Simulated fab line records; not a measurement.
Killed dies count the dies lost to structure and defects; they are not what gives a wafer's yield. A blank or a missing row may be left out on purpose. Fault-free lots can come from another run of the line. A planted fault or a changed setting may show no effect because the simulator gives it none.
A lot that was struck, set against a sound lot    flow n5-finfet    38 steps out of a route of 1938
Sound: these wafers, L522.1, L522.4, L522.6. Wafers L537.3, L537.4, L537.5 were the ones struck. The cause is given at the end.
Per side, at each step with rows, come the tool, then ch with its chambers, and then its first start. Under that, the readings that differ: sound wafers    struck wafers    difference of the means    sigmas: that difference in standard deviations of wafers without a fault.
alike: same words and numbers on both sides, and readings whose means sit less than 2 such deviations apart. not compared: any withheld reading, any reading some wafer has no value for, any bound like >300 that may hide the same value, and any number with overlapping values for which the record gives no deviation.
The two part at a step that has a row with sigmas, a row that says differs or no value, or rows on one side only. When numbers do not overlap yet have no deviation, they are printed without sigmas and do not part them. Lack of a reading on every wafer of one side parts them only where that side has two or more wafers.

first, 9 steps without rows for these wafers: N5_STI_FIN_REVEAL_SRD_21 (time 30 s); N5_STI_FIN_REVEAL_OXIDATION_33 (chemistry O2 PLASMA REMOTE, time 20 s); N5_STI_FIN_REVEAL_CLEAN_19 (cleans in O3/DIW, time 120 s); N5_STI_FIN_REVEAL_SRD_23 (time 30 s); N5_STI_FIN_REVEAL_PRECLEAN_18 (cleans in SC2, time 45 s); N5_STI_FIN_REVEAL_SRD_28 (time 30 s); N5_DUMMY_GATE_PRECLEAN_00 (cleans in O3/DIW, time 60 s); N5_DUMMY_GATE_SRD_01 (time 30 s); N5_DUMMY_GATE_ALD_02 (deposits SiO2, target thk 2 nm, pulse time 1 s).
N5_DUMMY_GATE_CVD_03: deposits a-Si from SiH4, target thk 150 nm, time 8042 s.
  sound on lpcvd-01 ch 1/65,1/79,1/89, day 2 13:52; struck on lpcvd-01 ch 0/50,0/54,0/59, day 6 07:11
reading                                      sound              struck          difference  sigmas
model.a-Si_of_DUMMY_GATE_CVD_03.thk-nm (nm)  149.4 148.2 149.4  49.2 47.8 48.6  -100.5      
then, 2 steps without rows for these wafers: N5_DUMMY_GATE_PRECLEAN_46 (cleans in DIW, time 89.5 s); N5_DUMMY_GATE_SRD_47 (dry time 32 s).
N5_DUMMY_GATE_CMP_04: polishes a-Si.
  sound on cmp-03 ch 0,1,2, day 2 17:39; struck on cmp-03 ch 0,1,3, day 6 10:58
reading                                      sound           struck          difference                     sigmas
time-to-endpoint-s (s)                       5 13 11         - - -           no value on the struck wafers  
model.a-Si_of_DUMMY_GATE_CVD_03.thk-nm (nm)  67.6 69.8 69.8  49.2 47.8 48.6  -20.5                          
  alike: motor-current-A
  not compared: pad-life-wafers
N5_DUMMY_GATE_THK_MEAS_05:
  sound on film-metro-01 at day 2 17:52; struck on film-metro-01 at day 6 11:10
reading      sound           struck          difference  sigmas
thk-nm (nm)  67.5 69.8 69.9  49.3 47.9 48.5  -20.5       -13
then, 21 steps without rows for these wafers: N5_DUMMY_GATE_HM_DEP_06 (deposits SiNx from DCS/NH3, target thk 80 nm, time 5141 s); N5_DUMMY_GATE_PECVD_30 (deposits SiO2 from TEOS/O2, target thk 55 nm, time 10.8 s); N5_DUMMY_GATE_COAT_34 (time 60 s, resist thk 60 nm); N5_DUMMY_GATE_COAT_35 (time 60 s, resist thk 10 nm); N5_DUMMY_GATE_COAT_28 (time 60 s, resist thk 10 nm); N5_DUMMY_GATE_COAT_09 (resist thk 30 nm); N5_DUMMY_GATE_EBR_11; N5_DUMMY_GATE_SOFTBAKE_10 (time 60 s); N5_DUMMY_GATE_EXPOSE_12 (exposes mask GATE, target cd 25 nm); N5_DUMMY_GATE_PEB_13 (peb time 60 s); N5_DUMMY_GATE_DEVELOP_14 (develop time 30 s); N5_DUMMY_GATE_DESCUM_20 (chemistry O2, time 6.2 s); N5_DUMMY_GATE_ETCH_29 (etches underlayer in N2/H2, target depth 13 nm); N5_DUMMY_GATE_ETCH_36 (etches SiARC in CF4, target depth 13 nm); N5_DUMMY_GATE_ETCH_37 (etches SOC in N2/H2, target depth 60 nm, overetch 30 nm); N5_DUMMY_GATE_STRIP_38 (strips in N2/H2); N5_DUMMY_GATE_STRIP_39 (strips in N2/H2); N5_DUMMY_GATE_TRIM_49 (chemistry O2, time 29 s, target cd 14 nm); N5_DUMMY_GATE_STRIP_40 (strips in CF4); N5_DUMMY_GATE_ETCH_31 (etches SiO2 in C4F6/O2, target depth 82.5 nm, time 27.5 s); N5_DUMMY_GATE_STRIP_41 (strips in O2).
N5_DUMMY_GATE_ETCH_44: etches poly-Si in HBr/O2, stops on SiO2, target depth 127.5 nm.
  sound on rie-si-01 ch 2,3, day 3 01:00; struck on rie-si-05 ch 0,2,3, day 6 16:22
reading                                 sound              struck             difference  sigmas
oes-product-au (a.u.)                   0.705 0.708 0.717  0.609 0.596 0.613  -0.104      -9
model.DUMMY_GATE.feature-depth-nm (nm)  67.6 69.8 70       49.2 47.8 48.6     -20.6       
model.etch.depth-nm (nm)                67.56 69.8 69.88   49.28 47.82 48.53  -20.54      
  alike: O2_flow_sccm, bias-w, drypump-motor-current-A, throttle-valve-pct
  not compared: rf-hours-counter-h
N5_BEOL_M4_RC_MEAS_101:
  the record has rows for the sound wafers here (prober-02 ch 0, day 8 08:02) and none for the struck ones
N5_PASSIVATION_PROBE_49:
  the record has rows for the sound wafers here (prober-01, day 12 21:59) and none for the struck ones

WHERE THEY PART
Last at N5_PASSIVATION_PROBE_49 as far as this record goes, first at N5_DUMMY_GATE_CMP_04.

WHY: the cause the simulator had injected
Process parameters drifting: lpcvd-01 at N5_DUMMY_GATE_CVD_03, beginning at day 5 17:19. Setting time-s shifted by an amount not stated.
